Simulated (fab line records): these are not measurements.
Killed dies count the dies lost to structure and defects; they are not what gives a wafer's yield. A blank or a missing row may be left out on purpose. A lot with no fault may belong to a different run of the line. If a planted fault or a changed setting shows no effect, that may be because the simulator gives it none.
Problem report in the 8D (eight disciplines) form, filled by code / flow n5 finfet / the parts of the form that need people (team, actions taken, sign-off) are left out

## 1. WHAT IS WRONG
Wafers without a fault read 3.7, standard deviation 2.8; killed at other at N5_PASSIVATION_PROBE_49 reads a mean of 85.0 on 3 wafers belonging to 3 lots. Relative to the usual mean, that is a shift of +29 standard deviations.
Seen first at day 12 21:17 on prober-02, wafer L531.2. The record holds 8 wafers of 3 lots with a number at this step. By rule, "out" or "out of limits" means more than 4 standard deviations away from the usual mean. Any other wafer with a number is counted as sound.

## 2. WHAT IT IS, WHAT IT ISN'T
question=which readings at this step | is=killed at other, sort_bin_5_function | is not=killed_at_M0_to_M3, killed_at_M4_up, killed at contacts, killed at front end, killed short
question=which lots | is=L531, L535, L538 | is not=-
question=which wafers of those lots | is=L531.2, L535.2, L538.2 | is not=L531.5, L531.6, L535.4, L535.5, L538.5
question=read on which tools | is=prober-02 | is not=-
question=when | is=from day 12 21:17 | is not=up to then (0 sound wafers); but 5 sound wafers of L531, L535, L538 came after

## 3. WHAT RULES OUT EACH SUSPECT
Counting: any tool at a process step up to the reading remains a suspect provided it ran every lot that is out. Sound lots after the first of them don't rule it out here, since some wafers of a struck lot are sound.
- rie diel-06 at N5_PASSIVATION_ETCH_54 (etches SiO2 in CHF3/O2, target depth 880 nm, time 440 s): kept. It ran every lot that is out, first L531 (day 12 18:25).
- prober-02 at N5_PASSIVATION_PROBE_49: kept. It ran every lot that is out, first L531 (day 12 21:17). Out on those wafers are its own readings of killed at other, sort_bin_5_function.
The count leaves prober-02 at N5_PASSIVATION_PROBE_49 and rie diel-06 at N5_PASSIVATION_ETCH_54.

## 4. THE CAUSE (what the simulator had put in)
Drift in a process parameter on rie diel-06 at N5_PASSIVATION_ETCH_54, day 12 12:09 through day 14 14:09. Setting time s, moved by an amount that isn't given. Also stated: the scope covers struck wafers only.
Of the 2 suspects that counting leaves, this tool is one.

## 5. THE EFFECT CHAIN, in route order
Rows list readings where the struck wafers' mean (over those with a number) sits beyond 3 standard deviations from the usual. Readings are gone through only where the record gives a usual standard deviation; hours: the median, over the lots, of the time from a lot's start at the first step in this table giving one to that lot's start at this step; sigmas: the change measured in usual standard deviations.
hours=0; step=N5_PASSIVATION_PROBE_49; reading=defect limited yield; usual=91.3 %; on struck wafers=82.8; change=-8.5; sigmas=-5.6
hours=0; step=N5_PASSIVATION_PROBE_49; reading=killed at other; usual=3.7; on struck wafers=85.0; change=+81.3; sigmas=+29
hours=0; step=N5_PASSIVATION_PROBE_49; reading=killed dies; usual=103; on struck wafers=203; change=+100; sigmas=+5.9
hours=0; step=N5_PASSIVATION_PROBE_49; reading=killed on rim; usual=13; on struck wafers=33; change=+20; sigmas=+4.7
hours=0; step=N5_PASSIVATION_PROBE_49; reading=sort_bin_5_function; usual=5.0 %; on struck wafers=12.5; change=+7.5; sigmas=+7.7
hours=0; step=N5_PASSIVATION_PROBE_49; reading=sort n pass; usual=1077; on struck wafers=977; change=-100; sigmas=-5.9
hours=0; step=N5_PASSIVATION_PROBE_49; reading=sort yield pct; usual=91.3 %; on struck wafers=82.8; change=-8.5; sigmas=-5.6
Process steps it contains:
- N5_PASSIVATION_PROBE_49

## 6. WHAT WOULD HAVE CAUGHT IT SOONER
In this record the first reading out of limits was taken at day 12 21:17, 9 hours after the fault began at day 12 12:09.
Of the tool readings at N5_PASSIVATION_ETCH_54 for which the record gives a usual standard deviation, none was out on any struck wafer, so an alarm limit of 4 standard deviations on them would not have fired.
Among the 3 lots that are out, L535, L538 began N5_PASSIVATION_ETCH_54 on rie diel-06 after day 12 21:17. A hold on the tool at that time would have spared those 2.
